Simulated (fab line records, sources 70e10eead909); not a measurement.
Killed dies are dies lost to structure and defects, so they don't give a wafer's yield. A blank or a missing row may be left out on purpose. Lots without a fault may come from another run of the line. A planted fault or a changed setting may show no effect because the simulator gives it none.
fab line records | flow nand_harc
record lots=23 wafers=69 last_day=24
route steps=1159 shown P_BONDPAD@371 A_ZERO_WELL@412 A_ONON_D1@439 A_CHANNEL_HOLE_D1@468
lots that met no fault: from a run of the same line without faults
start_h: hours from the record's first day to the start of the lot's first wafer shown | wait_h: hours since the lot's step before | " the same as in the row above | L1.1+2: a row that stands for several wafers | - no value, or no start given | * or withheld: withheld | < > ~ a bound
route shown NAME@n: a module of which the file shows steps, and the number in the route of the first | usual: mean/standard deviation of fault-free wafers | same: alike in all rows | chamber/n: place in a boat | sites: the reading at each site | _std_site: their standard deviation | _edge_site: outer sites' mean less inner sites' | radius_mm: how far each site lies from the wafer's centre | mask NAME#n: copy n | behind: the tool/chamber that last shaped the wafer | hold: why the lot was held/for how many hours/how that ended | device: the transistor (n, p or np) that didn't switch | end of line: the same wafers' tests at the end of the route | a step without rows: its recipe alone | killed: dies lost to structure and defects at the first sort, not the wafer's yield | map: a wafer's dies, x killed, . not, _ none there
set.NAME: the setting as run; set.NAME@STEP: as run at that earlier step | model.NAME: the simulator's own value behind a step, which no gauge read
steps of the route over a sample of lots; a table a step, a row a wafer
services: from which hour (start_h, from the record's first day; less than 0 if before it) a tool's chamber was out of use, for how many hours, and why
## steps
# step NHARC_P_BONDPAD_STRIP_15
# recipe o2_flow_sccm=500 ar_flow_sccm=0 bias_w=0 chemistry=O2
# usual chamber_pressure_mTorr=60.00/0.054 drypump_motor_current_A=6.0/0.59 oes_product_au=1.001/0.0088 rf_vpp_V=58.0/0.96 showerhead_plenum_p_Torr=3.58/0.13 throttle_valve_pct=17.036/0.0088
# columns lot.wafer tool chamber start_h wait_h chamber_pressure_mTorr drypump_motor_current_A oes_product_au rf_hours_counter_h rf_vpp_V showerhead_plenum_p_Torr throttle_valve_pct
L074.2 rie_diel-05 2 128.58 0.1 59.95 5.0 1.010 13 57.6 3.56 17.025
L074.5 " 1 " " 60.02 6.6 1.003 - 58.8 3.76 17.044
L074.6 " 2 " " 59.96 5.0 1.009 - 58.3 3.56 17.034
L075.1 rie_diel-05 0 139.89 0.1 59.94 6.2 0.996 13 57.9 3.66 17.038
L075.6 " 0 " " 59.86 6.2 0.993 - 59.0 3.66 17.030
L075.5 " 1 " " 59.97 6.6 1.018 - 57.7 3.76 17.026
L077.3 rie_diel-05 0 146.72 0.1 60.10 6.2 0.992 14 58.6 3.66 17.037
L077.2 " 1 " " 60.02 6.6 1.010 14 57.7 3.75 17.038
L077.5 " 3 " " 60.00 5.7 1.020 - 58.3 3.63 17.046
L078.1 rie_diel-05 1 147.53 0.1 60.09 6.6 1.007 14 58.5 3.75 17.041
L078.5 " 0 " " 60.02 6.2 0.998 - 58.2 3.66 17.034
L078.6 " 1 " " 59.99 6.6 1.007 - 59.4 3.75 17.041
L076.4 rie_diel-05 0 148.10 0.1 59.98 6.2 0.999 14 57.0 3.66 17.023
L076.2 " 1 " " 59.98 6.6 0.999 14 58.7 3.75 17.041
L076.6 " 0 " " 59.91 6.2 0.989 - 58.4 3.66 17.031
L080.2 rie_diel-10 2 168.01 0.1 60.00 5.0 0.990 61 57.9 3.43 17.026
L080.1 " 1 " " 59.89 5.4 0.996 59 57.5 3.72 17.074
L080.5 " 3 " " 60.06 5.8 0.996 - 57.5 3.52 17.039
L082.1 rie_diel-05 1 175.43 0.1 59.95 6.6 0.994 1 58.4 3.75 17.035
L082.4 " 3 " " 60.08 5.7 1.003 - 58.1 3.63 17.035
L082.6 " 1 " " 59.95 6.6 0.990 - 58.2 3.75 17.041
L081.4 rie_diel-05 3 177.68 0.1 60.05 5.6 1.006 1 57.8 3.63 17.034
L081.1 " 0 " " 59.99 6.2 0.992 1 58.8 3.66 17.044
L081.6 " 2 " " 59.96 5.0 1.017 - 58.4 3.56 17.045
L083.2 rie_diel-05 0 180.76 0.1 60.01 6.2 0.990 1 57.7 3.66 17.038
L083.1 " 3 " " 59.99 5.7 1.008 1 56.8 3.63 17.032
L083.5 " 1 " " 60.02 6.6 0.993 - 58.8 3.75 17.043
L084.3 rie_diel-05 1 188.18 0.1 60.05 6.6 0.993 1 59.1 3.75 17.019
L084.2 " 2 " " 59.98 5.0 1.018 1 59.2 3.56 17.050
L084.5 " 1 " " 60.01 6.6 0.996 - 57.7 3.75 17.047
L085.1 rie_diel-09 2 205.60 0.1 60.01 6.5 0.993 45 55.2 3.37 17.030
L085.6 " 3 " " 59.96 6.6 1.003 - 56.5 3.35 17.034
L085.5 " 0 " " 60.04 5.7 1.001 - 58.4 3.57 17.034
L087.3 rie_diel-05 2 206.48 0.1 60.10 5.0 1.017 2 58.2 3.56 17.032
L087.5 " 1 " " 59.95 6.6 1.005 - 56.4 3.75 17.048
L087.6 " 2 " " 59.94 5.0 1.007 - 60.2 3.56 17.041
L086.3 rie_diel-09 1 206.51 0.1 60.03 6.2 1.007 39 57.1 3.41 17.048
L086.1 " 0 " " 59.95 5.7 1.004 39 58.0 3.57 17.027
L086.6 " 2 " " 59.91 6.5 0.978 - 58.1 3.37 17.036
L088.1 rie_diel-09 1 222.55 0.1 59.99 6.1 0.997 45 58.4 3.41 17.038
L088.4 " 2 " " 59.96 6.5 0.989 52 57.8 3.36 17.034
L088.2 " 3 " " 59.97 6.6 1.004 51 56.1 3.35 17.023
L089.2 rie_diel-09 0 223.15 0.1 60.10 5.7 1.010 45 57.9 3.57 17.036
L089.1 " 2 " " 60.01 6.5 1.008 52 58.1 3.36 17.039
L089.5 " 2 " " 59.91 6.5 0.995 - 58.1 3.36 17.038
L090.3 rie_diel-05 2 229.24 0.1 60.03 5.0 1.015 4 57.2 3.55 17.022
L090.1 " 3 " " 59.98 5.7 1.003 5 58.4 3.63 17.033
L090.6 " 3 " " 59.98 5.7 0.998 - 58.4 3.63 17.041
L091.1 rie_diel-05 2 237.62 0.1 60.09 5.0 1.005 5 58.0 3.55 17.040
L091.6 " 2 " " 60.10 5.0 1.005 - 58.9 3.55 17.025
L091.5 " 1 " " 60.00 6.6 0.991 - 60.0 3.75 17.047
L092.1 rie_diel-05 3 238.43 0.1 60.12 5.6 0.989 7 57.5 3.63 17.039
L092.2 " 2 " " 60.02 5.0 1.004 6 57.3 3.55 17.051
L092.4 " 2 " " 59.91 5.0 1.002 - 58.0 3.55 17.024
L093.4 rie_diel-05 0 241.37 0.1 60.13 6.2 0.994 6 57.5 3.65 17.040
L093.1 " 1 " " 60.00 6.6 0.994 6 58.3 3.75 17.042
L093.3 " 2 " " 60.07 5.0 1.000 6 58.2 3.55 17.029
L094.3 rie_diel-09 2 242.22 0.1 60.08 6.5 0.994 61 57.8 3.36 17.026
L094.1 " 0 " " 60.01 5.7 0.998 53 56.2 3.56 17.024
L094.4 " 1 " " 60.05 6.2 1.010 51 58.0 3.40 17.041
L095.2 rie_diel-05 3 252.62 0.1 60.00 5.7 0.995 8 56.1 3.62 17.042
L095.1 " 1 " " 59.97 6.6 0.987 8 58.2 3.75 17.029
L095.3 " 2 " " 59.89 5.0 0.993 8 58.9 3.55 17.012
L096.2 rie_diel-05 2 253.90 0.1 59.92 5.0 1.000 8 57.8 3.55 17.023
L096.6 " 1 " " 60.03 6.6 0.996 - 58.5 3.75 17.020
L096.4 " 2 " " 59.92 5.0 1.003 - 57.3 3.55 17.044
L097.1 rie_diel-10 2 269.88 0.1 60.01 5.1 0.993 33 56.5 3.41 17.037
L097.3 " 3 " " 59.99 5.8 1.007 34 56.9 3.50 17.025
L097.5 " 2 " " 59.93 5.1 0.996 - 58.2 3.41 17.052
# step NHARC_A_ZERO_WELL_INSPECT_17
# usual raw_defect_count=10/5.5
# columns lot.wafer tool chamber start_h wait_h raw_defect_count
L074.2 defect_inspect-02 - 133.80 0.2 7
L074.5 " - " " 8
L074.6 " - " " 8
L075.1 defect_inspect-01 - 145.32 0.2 2
L075.5 " - " " 6
L075.6 " - " " 4
L077.2 defect_inspect-01 - 151.78 0.1 12
L077.3 " - " " 15
L077.5 " - " " 14
L078.1 defect_inspect-02 - 152.53 0.2 20
L078.5 " - " " 6
L078.6 " - " " 11
L076.2 defect_inspect-02 - 152.94 0.1 4
L076.4 " - " " 7
L076.6 " - " " 12
L080.1 defect_inspect-01 - 173.31 0.2 11
L080.2 " - " " 12
L080.5 " - " " 5
L082.1 defect_inspect-02 - 180.49 0.2 17
L082.4 " - " " 15
L082.6 " - " " 17
L081.1 defect_inspect-02 - 182.71 0.2 7
L081.4 " - " " 14
L081.6 " - " " 10
L083.1 defect_inspect-01 - 185.60 0.2 1
L083.2 " - " " 8
L083.5 " - " " 6
L084.2 defect_inspect-02 - 193.29 0.1 3
L084.3 " - " " 6
L084.5 " - " " 13
L085.1 defect_inspect-01 - 210.77 0.2 2
L085.5 " - " " 9
L085.6 " - " " 3
L087.3 defect_inspect-01 - 211.71 0.1 3
L087.5 " - " " 10
L087.6 " - " " 7
L086.1 defect_inspect-02 - 211.76 0.2 17
L086.3 " - " " 12
L086.6 " - " " 9
L088.1 defect_inspect-01 - 227.63 0.2 7
L088.2 " - " " 11
L088.4 " - " " 18
L089.1 defect_inspect-01 - 228.03 0.2 19
L089.2 " - " " 17
L089.5 " - " " 18
L090.1 defect_inspect-02 - 234.22 0.2 6
L090.3 " - " " 13
L090.6 " - " " 7
L091.1 defect_inspect-01 - 242.69 0.2 14
L091.5 " - " " 12
L091.6 " - " " 22
L092.1 defect_inspect-01 - 243.43 0.2 1
L092.2 " - " " 4
L092.4 " - " " 3
L093.1 defect_inspect-02 - 246.32 0.2 9
L093.3 " - " " 22
L093.4 " - " " 16
L094.1 defect_inspect-01 - 247.04 0.2 12
L094.3 " - " " 6
L094.4 " - " " 6
L095.1 defect_inspect-01 - 257.72 0.2 9
L095.2 " - " " 19
L095.3 " - " " 20
L096.2 defect_inspect-02 - 259.05 0.1 15
L096.4 " - " " 10
L096.6 " - " " 11
L097.1 defect_inspect-02 - 274.77 0.2 12
L097.3 " - " " 11
L097.5 " - " " 6
# step NHARC_A_ONON_D1_THK_MEAS_21
# recipe thk_meas_gauge=ellipsometry
# usual thk_nm=1001/12
# columns lot.wafer tool chamber start_h wait_h thk_nm
L074.2 film_metro-02 - 163.58 - 993
L074.5 " - " " 993
L074.6 " - " " 993
L075.1 film_metro-02 - 176.42 - 994
L075.5 " - " " 993
L075.6 " - " " 994
L077.2 film_metro-01 - 183.37 - 1003
L077.3 " - " " 1005
L077.5 " - " " 1007
L076.2 film_metro-02 - 183.37 - 1002
L076.4 " - " " 1002
L076.6 " - " " 1003
L078.1 film_metro-01 - 183.38 - 1002
L078.5 " - " " 1001
L078.6 " - " " 1002
L080.1 film_metro-02 - 208.91 - 1000
L080.2 " - " " 1001
L080.5 " - " " 999
L082.1 film_metro-01 - 216.75 - 994
L082.4 " - " " 994
L082.6 " - " " 993
L081.1 film_metro-02 - 216.77 - 989
L081.4 " - " " 989
L081.6 " - " " 987
L083.1 film_metro-01 - 216.88 - 986
L083.2 " - " " 985
L083.5 " - " " 986
L084.2 film_metro-02 - 227.87 - 1016
L084.3 " - " " 1016
L084.5 " - " " 1014
L087.3 film_metro-01 - 242.54 - 995
L087.5 " - " " 994
L087.6 " - " " 994
L086.1 film_metro-02 - 242.66 - 1001
L086.3 " - " " 1004
L086.6 " - " " 1003
L085.1 film_metro-01 - 242.88 - 1011
L085.5 " - " " 1012
L085.6 " - " " 1011
L088.1 film_metro-02 - 258.25 - 976
L088.2 " - " " 973
L088.4 " - " " 975
L089.1 film_metro-01 - 258.28 - 1023
L089.2 " - " " 1020
L089.5 " - " " 1021
L090.1 film_metro-02 - 265.40 - 979
L090.3 " - " " 979
L090.6 " - " " 981
L091.1 film_metro-01 - 274.47 - 1012
L091.5 " - " " 1014
L091.6 " - " " 1013
L092.1 film_metro-01 - 274.50 - 998
L092.2 " - " " 998
L092.4 " - " " 997
L093.1 film_metro-02 - 277.94 - 1012
L093.3 " - " " 1012
L093.4 " - " " 1011
L094.1 film_metro-01 - 277.96 - 1013
L094.3 " - " " 1012
L094.4 " - " " 1012
L095.1 film_metro-02 - 289.06 - 1017
L095.2 " - " " 1017
L095.3 " - " " 1017
L096.2 film_metro-01 - 289.07 - 999
L096.4 " - " " 999
L096.6 " - " " 999
L097.1 film_metro-02 - 306.83 - 1017
L097.3 " - " " 1017
L097.5 " - " " 1017
# step NHARC_A_CHANNEL_HOLE_D1_ETCH_34
# recipe target_depth_a=1540 time_s=77 cf4_flow_sccm=100 chf3_flow_sccm=30 ar_flow_sccm=0 rf_w=500 bias_w=200 chemistry=CF4/CHF3
# usual chamber_pressure_mTorr=25.001/0.022 drypump_motor_current_A=5.7/0.49 oes_product_au=0.945/0.021 rf_vpp_V=370.6/2.2 showerhead_plenum_p_Torr=1.58/0.058 throttle_valve_pct=16.803/0.0089
# columns lot.wafer tool chamber start_h wait_h chamber_pressure_mTorr drypump_motor_current_A oes_product_au rf_hours_counter_h rf_vpp_V showerhead_plenum_p_Torr throttle_valve_pct
L074.2 rie_diel-06 0 - - 24.980 4.9 0.932 8 367.4 1.53 16.796
L074.5 " 1 " " 25.023 5.2 0.930 - 367.8 1.47 16.813
L074.6 " 2 " " 25.036 5.8 0.930 - 368.8 1.53 16.825
L075.1 rie_diel-11 3 - - 25.008 5.6 0.931 11 369.8 1.57 16.809
L075.6 " 0 " " 25.017 6.3 0.931 - 370.2 1.57 16.808
L075.5 " 1 " " 25.007 6.1 0.909 - 372.5 1.63 16.813
L076.4 rie_diel-11 3 - - 25.000 5.6 0.937 12 370.5 1.57 16.819
L076.2 " 0 " " 24.995 6.3 0.921 12 371.1 1.57 16.799
L076.6 " 1 " " 25.004 6.0 0.914 - 371.7 1.63 16.804
L077.2 rie_diel-04 3 - - 24.998 5.2 0.924 4 370.6 1.59 16.817
L077.3 " 1 " " 25.000 5.3 0.927 3 369.9 1.56 16.799
L077.5 " 1 " " 24.992 5.2 0.933 - 369.1 1.56 16.808
L078.1 rie_diel-06 0 - - 25.010 5.0 0.928 9 371.1 1.53 16.800
L078.5 " 1 " " 25.035 5.2 0.946 - 368.7 1.47 16.815
L078.6 " 2 " " 24.989 5.8 0.920 - 367.7 1.53 16.799
L080.1 rie_diel-04 3 - - 25.015 5.2 0.929 5 371.2 1.58 16.808
L080.2 " 1 " " 25.002 5.3 0.926 5 370.4 1.55 16.796
L080.5 " 0 " " 24.974 5.4 0.926 - 374.6 1.68 16.806
L082.4 rie_diel-04 1 - - 24.995 5.3 0.970 6 369.2 1.55 16.793
L082.1 " 2 " " 25.032 6.4 0.979 6 373.6 1.64 16.809
L082.6 " 1 " " 25.031 5.3 0.966 - 369.9 1.56 16.812
L081.4 rie_diel-06 2 - - 25.025 5.8 0.922 12 370.3 1.53 16.816
L081.1 " 3 " " 25.059 5.9 0.923 13 373.0 1.63 16.796
L081.6 " 3 " " 24.960 5.9 0.926 - 372.3 1.63 16.806
L083.1 rie_diel-06 1 - - 24.993 5.2 0.939 11 367.9 1.47 16.795
L083.2 " 0 " " 24.971 5.0 0.944 13 370.7 1.53 16.797
L083.5 " 2 " " 24.991 5.8 0.951 - 369.4 1.53 16.802
L084.3 rie_diel-04 2 - - 25.031 6.5 0.964 7 372.2 1.64 16.793
L084.2 " 3 " " 25.003 5.2 0.963 7 372.8 1.58 16.798
L084.5 " 2 " " 25.039 6.4 0.968 - 373.1 1.64 16.791
L087.3 rie_diel-11 0 - - 25.008 6.3 0.922 2 370.6 1.57 16.795
L087.6 " 2 " " 24.971 6.2 0.930 - 372.4 1.63 16.817
L087.5 " 3 " " 25.020 5.7 0.921 - 369.4 1.57 16.805
L086.1 rie_diel-04 2 - - 25.013 6.5 0.963 8 372.1 1.64 16.797
L086.3 " 3 " " 25.000 5.2 0.975 8 371.7 1.58 16.805
L086.6 " 1 " " 25.005 5.2 0.962 - 368.4 1.55 16.813
L085.1 rie_diel-11 2 - - 25.008 6.3 0.935 2 374.6 1.63 16.803
L085.5 " 3 " " 24.995 5.6 0.947 - 370.3 1.57 16.785
L085.6 " 0 " " 25.009 6.4 0.943 - 371.1 1.57 16.802
L088.1 rie_diel-04 2 - - 25.009 6.5 0.913 9 373.8 1.64 16.802
L088.2 " 3 " " 25.004 5.2 0.929 9 371.0 1.58 16.815
L088.4 " 0 " " 24.968 5.4 0.926 9 374.4 1.67 16.807
L089.2 rie_diel-06 3 - - 24.973 5.9 0.957 1 371.8 1.63 16.795
L089.1 " 0 " " 24.979 5.0 0.952 1 367.9 1.53 16.796
L089.5 " 3 " " 25.019 5.9 0.964 - 373.6 1.63 16.797
L090.1 rie_diel-11 2 - - 24.987 6.3 0.926 3 372.8 1.63 16.814
L090.3 " 0 " " 25.002 6.3 0.911 3 370.0 1.57 16.805
L090.6 " 3 " " 25.031 5.6 0.926 - 370.5 1.57 16.796
L091.1 rie_diel-11 2 - - 25.015 6.3 0.972 4 372.0 1.63 16.796
L091.6 " 0 " " 25.020 6.3 0.955 - 370.5 1.57 16.798
L091.5 " 1 " " 24.955 6.1 0.944 - 373.3 1.63 16.804
L092.1 rie_diel-06 3 - - 24.971 5.9 0.953 3 371.8 1.63 16.796
L092.2 " 0 " " 24.987 4.9 0.945 2 368.2 1.53 16.812
L092.4 " 3 " " 25.010 5.9 0.956 - 371.7 1.63 16.793
L093.1 rie_diel-11 1 - - 25.029 6.1 0.946 5 371.5 1.63 16.811
L093.3 " 2 " " 25.001 6.3 0.981 5 370.9 1.63 16.805
L093.4 " 2 " " 25.014 6.3 0.957 - 372.5 1.63 16.818
L094.1 rie_diel-06 1 - - 24.943 5.2 0.973 3 367.0 1.47 16.807
L094.3 " 0 " " 24.998 5.0 0.964 3 368.8 1.52 16.811
L094.4 " 3 " " 24.997 5.9 0.968 - 372.1 1.63 16.810
L095.3 rie_diel-11 2 - - 24.969 6.3 0.961 6 372.4 1.63 16.806
L095.2 " 3 " " 24.980 5.6 0.956 4 369.7 1.57 16.796
L095.1 " 0 " " 24.995 6.3 0.977 6 369.1 1.57 16.796
L096.2 rie_diel-06 3 - - 25.031 5.9 0.963 4 373.1 1.63 16.780
L096.4 " 0 " " 24.963 5.0 0.959 - 369.1 1.52 16.811
L096.6 " 3 " " 25.001 5.9 0.957 - 372.0 1.63 16.805
L097.3 rie_diel-06 3 - - 25.021 5.9 0.967 7 370.5 1.63 16.810
L097.1 " 1 " " 24.990 5.2 0.996 7 366.6 1.47 16.794
L097.5 " 0 " " 25.013 5.0 0.961 - 368.8 1.52 16.812
# step NHARC_A_CHANNEL_HOLE_D1_ETCH_20
# recipe bias_v=3000 source_w=withheld pressure_mtorr=20 time_s=361.9 ar_flow_sccm=375 c4f8_flow_sccm=89.3 o2_flow_sccm=35.7 temp_c=-20 target_depth_a=16000 chemistry=C4F8/O2/Ar
# usual chamber_pressure_mTorr=20.000/0.02 drypump_motor_current_A=5.9/0.66 showerhead_plenum_p_Torr=3.78/0.086 throttle_valve_pct=32.155/0.01
# columns lot.wafer tool chamber start_h wait_h chamber_pressure_mTorr drypump_motor_current_A rf_hours_counter_h showerhead_plenum_p_Torr throttle_valve_pct
L074.2 har_etch-01 0 175.43 0.1 19.985 6.3 184 3.83 32.149
L074.5 " 0 " " 20.004 6.3 - 3.83 32.165
L074.6 " 1 " " 20.006 6.2 - 3.83 32.147
L075.1 har_etch-02 1 185.39 0.1 19.998 6.2 104 3.63 32.165
L075.6 " 0 " " 19.996 4.6 - 3.87 32.165
L075.5 " 1 " " 19.992 6.2 - 3.63 32.154
L076.2 har_etch-01 0 189.65 0.1 19.998 6.3 189 3.83 32.147
L076.4 " 1 " " 19.986 6.2 - 3.83 32.155
L076.6 " 0 " " 20.007 6.3 - 3.83 32.162
L077.2 har_etch-02 1 190.47 0.1 19.985 6.2 107 3.63 32.158
L077.3 " 0 " " 19.974 4.6 - 3.87 32.152
L077.5 " 1 " " 20.042 6.2 - 3.63 32.172
L078.1 har_etch-01 0 193.86 0.1 19.993 6.3 193 3.82 32.162
L078.6 " 1 " " 19.963 6.2 - 3.82 32.153
L078.5 " 0 " " 19.982 6.3 - 3.82 32.157
L080.1 har_etch-01 0 215.49 0.1 19.969 6.3 198 3.82 32.146
L080.2 " 1 " " 19.994 6.3 198 3.82 32.148
L080.5 " 1 " " 19.974 6.3 - 3.82 32.147
L082.1 har_etch-01 0 223.22 0.1 19.991 6.3 202 3.82 32.154
L082.4 " 0 " " 20.003 6.3 - 3.82 32.163
L082.6 " 1 " " 20.024 6.2 - 3.82 32.161
L081.1 har_etch-02 0 224.00 0.1 20.001 4.6 120 3.86 32.171
L081.4 " 1 " " 20.012 6.2 - 3.62 32.155
L081.6 " 1 " " 20.022 6.2 - 3.62 32.175
L083.1 har_etch-01 1 227.37 0.1 20.015 6.2 206 3.82 32.161
L083.2 " 0 " " 20.034 6.3 206 3.82 32.150
L083.5 " 1 " " 19.981 6.2 - 3.82 32.142
L084.2 har_etch-01 1 234.35 0.1 20.019 6.2 210 3.81 32.164
L084.3 " 1 " " 19.982 6.2 - 3.81 32.175
L084.5 " 1 " " 19.975 6.3 - 3.81 32.152
L087.3 har_etch-01 1 249.11 0.2 19.997 6.2 - 3.81 32.162
L087.5 " 1 " " 20.005 6.2 - 3.81 32.170
L087.6 " 0 " " 20.000 6.3 - 3.81 32.150
L086.1 har_etch-02 1 249.21 0.1 19.994 6.2 130 3.62 32.161
L086.3 " 0 " " 19.992 4.6 - 3.86 32.152
L086.6 " 0 " " 20.000 4.6 - 3.86 32.152
L085.1 har_etch-01 0 253.25 0.1 20.044 6.3 220 3.81 32.142
L085.5 " 1 " " 19.999 6.2 - 3.81 32.137
L085.6 " 0 " " 19.993 6.3 - 3.81 32.160
L088.2 har_etch-01 1 264.56 0.1 19.998 6.2 225 3.81 32.159
L088.1 " 0 " " 20.001 6.3 225 3.81 32.139
L088.4 " 1 " " 19.967 6.2 - 3.81 32.163
L089.2 har_etch-02 1 264.87 0.1 19.981 6.3 138 3.61 32.151
L089.1 " 0 " " 20.008 4.6 138 3.85 32.167
L089.5 " 1 " " 20.003 6.2 - 3.61 32.166
L090.1 har_etch-01 0 271.91 0.1 19.999 6.3 230 3.80 32.156
L090.3 " 0 " " 20.020 6.3 - 3.80 32.146
L090.6 " 0 " " 20.013 6.3 - 3.80 32.143
L091.1 har_etch-01 1 281.06 0.1 20.013 6.2 234 3.80 32.163
L091.5 " 1 " " 19.984 6.2 - 3.80 32.138
L091.6 " 0 " " 20.012 6.3 - 3.80 32.152
L092.1 har_etch-02 1 281.22 0.1 19.999 6.2 145 3.61 32.145
L092.2 " 0 " " 20.011 4.6 145 3.85 32.142
L092.4 " 1 " " 19.993 6.2 - 3.61 32.152
L093.1 har_etch-01 0 285.27 0.1 19.995 6.3 238 3.80 32.145
L093.3 " 0 " " 20.007 6.3 - 3.80 32.161
L093.4 " 1 " " 20.027 6.2 - 3.80 32.155
L094.1 har_etch-02 0 285.44 0.1 19.996 4.6 149 3.85 32.171
L094.4 " 1 " " 20.002 6.2 - 3.61 32.159
L094.3 " 0 " " 20.017 4.6 - 3.85 32.152
L095.1 har_etch-01 1 295.45 0.1 19.968 6.2 242 3.80 32.174
L095.2 " 0 " " 19.977 6.3 242 3.80 32.164
L095.3 " 0 " " 19.996 6.3 - 3.80 32.152
L096.2 har_etch-02 1 297.64 0.1 19.966 6.2 154 3.61 32.133
L096.4 " 0 " " 19.997 4.6 - 3.85 32.166
L096.6 " 1 " " 19.969 6.2 - 3.61 32.139
L097.1 har_etch-02 1 319.63 0.1 20.020 6.2 164 3.60 32.149
L097.3 " 1 " " 19.999 6.2 - 3.60 32.169
L097.5 " 0 " " 20.010 4.6 - 3.84 32.158
# step NHARC_A_CHANNEL_HOLE_D1_ETCH_21
# recipe bias_v=3000 source_w=withheld pressure_mtorr=20 time_s=514.3 ar_flow_sccm=375 c4f8_flow_sccm=89.3 o2_flow_sccm=35.7 temp_c=-20 target_depth_a=16000 chemistry=C4F8/O2/Ar
# usual chamber_pressure_mTorr=20.001/0.018 drypump_motor_current_A=5.9/0.66 showerhead_plenum_p_Torr=3.78/0.086 throttle_valve_pct=32.155/0.01
# columns lot.wafer tool chamber start_h wait_h chamber_pressure_mTorr drypump_motor_current_A rf_hours_counter_h showerhead_plenum_p_Torr throttle_valve_pct
L074.2 har_etch-01 0 175.74 0.3 19.983 6.3 184 3.83 32.157
L074.5 " 0 " " 20.028 6.3 - 3.83 32.161
L074.6 " 1 " " 20.008 6.2 - 3.83 32.163
L075.1 har_etch-02 1 185.72 0.3 20.014 6.2 104 3.63 32.148
L075.6 " 0 " " 20.033 4.6 - 3.87 32.177
L075.5 " 1 " " 20.018 6.2 - 3.63 32.156
L076.2 har_etch-01 0 189.96 0.3 20.004 6.3 189 3.83 32.148
L076.4 " 1 " " 19.990 6.2 - 3.83 32.146
L076.6 " 0 " " 19.994 6.3 - 3.83 32.142
L077.2 har_etch-02 1 190.81 0.3 19.972 6.2 108 3.63 32.169
L077.3 " 0 " " 19.982 4.6 - 3.87 32.170
L077.5 " 1 " " 20.023 6.2 - 3.63 32.148
L078.1 har_etch-01 0 194.20 0.3 19.960 6.3 193 3.82 32.165
L078.6 " 1 " " 20.016 6.2 - 3.82 32.157
L078.5 " 0 " " 19.978 6.3 - 3.82 32.162
L080.1 har_etch-01 0 215.80 0.3 19.971 6.3 199 3.82 32.169
L080.2 " 1 " " 19.990 6.2 199 3.82 32.166
L080.5 " 1 " " 20.017 6.2 - 3.82 32.146
L082.1 har_etch-01 0 223.53 0.3 19.991 6.3 203 3.82 32.165
L082.4 " 0 " " 20.015 6.3 - 3.82 32.161
L082.6 " 1 " " 19.990 6.2 - 3.82 32.174
L081.1 har_etch-02 0 224.33 0.3 19.982 4.6 120 3.86 32.172
L081.4 " 1 " " 19.996 6.2 - 3.62 32.156
L081.6 " 1 " " 19.994 6.2 - 3.62 32.162
L083.1 har_etch-01 1 227.68 0.3 19.981 6.2 207 3.82 32.167
L083.2 " 0 " " 19.991 6.3 207 3.82 32.145
L083.5 " 1 " " 19.994 6.2 - 3.82 32.149
L084.2 har_etch-01 1 234.68 0.3 20.025 6.2 211 3.81 32.169
L084.3 " 1 " " 20.010 6.2 - 3.81 32.137
L084.5 " 1 " " 20.018 6.2 - 3.81 32.175
L087.3 har_etch-01 1 249.47 0.3 19.989 6.2 - 3.81 32.153
L087.5 " 1 " " 19.993 6.2 - 3.81 32.159
L087.6 " 0 " " 20.002 6.3 - 3.81 32.150
L086.1 har_etch-02 1 249.53 0.3 20.008 6.2 130 3.62 32.157
L086.3 " 0 " " 20.025 4.6 - 3.86 32.171
L086.6 " 0 " " 19.977 4.6 - 3.86 32.149
L085.1 har_etch-01 0 253.58 0.3 19.992 6.3 220 3.81 32.148
L085.5 " 1 " " 19.978 6.2 - 3.81 32.164
L085.6 " 0 " " 20.008 6.3 - 3.81 32.172
L088.2 har_etch-01 1 264.88 0.3 20.001 6.2 225 3.81 32.161
L088.1 " 0 " " 20.051 6.3 225 3.81 32.162
L088.4 " 1 " " 20.022 6.2 - 3.81 32.135
L089.2 har_etch-02 1 265.18 0.3 19.988 6.2 138 3.61 32.157
L089.1 " 0 " " 19.970 4.6 138 3.85 32.135
L089.5 " 1 " " 19.993 6.2 - 3.61 32.154
L090.1 har_etch-01 0 272.25 0.3 20.008 6.3 231 3.80 32.163
L090.3 " 0 " " 20.011 6.3 - 3.80 32.154
L090.6 " 0 " " 20.010 6.3 - 3.80 32.165
L091.1 har_etch-01 1 281.38 0.3 20.006 6.2 235 3.80 32.169
L091.5 " 1 " " 20.016 6.2 - 3.80 32.140
L091.6 " 0 " " 20.023 6.3 - 3.80 32.148
L092.1 har_etch-02 1 281.54 0.3 19.984 6.2 145 3.61 32.158
L092.2 " 0 " " 19.993 4.6 145 3.85 32.158
L092.4 " 1 " " 19.996 6.2 - 3.61 32.151
L093.1 har_etch-01 0 285.59 0.3 19.996 6.3 238 3.80 32.161
L093.3 " 0 " " 20.024 6.3 - 3.80 32.146
L093.4 " 1 " " 19.995 6.2 - 3.80 32.154
L094.1 har_etch-02 0 285.78 0.3 20.035 4.6 149 3.85 32.149
L094.4 " 1 " " 19.999 6.2 - 3.61 32.167
L094.3 " 0 " " 19.991 4.6 - 3.85 32.158
L095.1 har_etch-01 1 295.77 0.3 19.965 6.2 242 3.80 32.160
L095.2 " 0 " " 20.011 6.3 242 3.80 32.149
L095.3 " 0 " " 20.008 6.2 - 3.80 32.154
L096.2 har_etch-02 1 297.98 0.3 19.999 6.3 155 3.61 32.159
L096.4 " 0 " " 20.015 4.6 - 3.85 32.150
L096.6 " 1 " " 20.000 6.2 - 3.61 32.164
L097.1 har_etch-02 1 319.95 0.3 20.002 6.2 164 3.60 32.158
L097.3 " 1 " " 19.999 6.2 - 3.60 32.154
L097.5 " 0 " " 19.983 4.6 - 3.84 32.147
## services
# columns tool chamber start_h hours kind
rie_diel-04 - 112.22 9.0 pm
rie_diel-04 1 124.64 1.5 repair
rie_diel-09 1 149.52 19.4 repair
rie_diel-09 - 153.22 0.5 repair
rie_diel-09 0 157.09 9.5 repair
rie_diel-05 1 157.79 10.4 repair
rie_diel-05 - 163.60 9.0 pm
rie_diel-09 - 166.73 0.5 repair
rie_diel-06 0 174.83 3.5 repair
rie_diel-04 3 175.33 1.6 repair
rie_diel-04 0 187.04 9.1 repair
rie_diel-11 - 189.50 9.0 pm
rie_diel-06 1 213.43 2.9 repair
rie_diel-09 1 223.01 2.1 repair
rie_diel-05 0 232.31 7.2 repair
rie_diel-06 - 241.65 9.0 pm
rie_diel-05 0 250.49 7.3 repair
rie_diel-06 2 272.34 63.7 repair
rie_diel-11 3 275.79 8.4 repair
rie_diel-04 - 289.22 9.0 pm
rie_diel-11 1 300.05 15.1 repair
rie_diel-11 0 304.34 5.0 repair
har_etch-01 - 305.00 17.0 pm
rie_diel-11 - 317.10 0.4 repair
## key
fault none
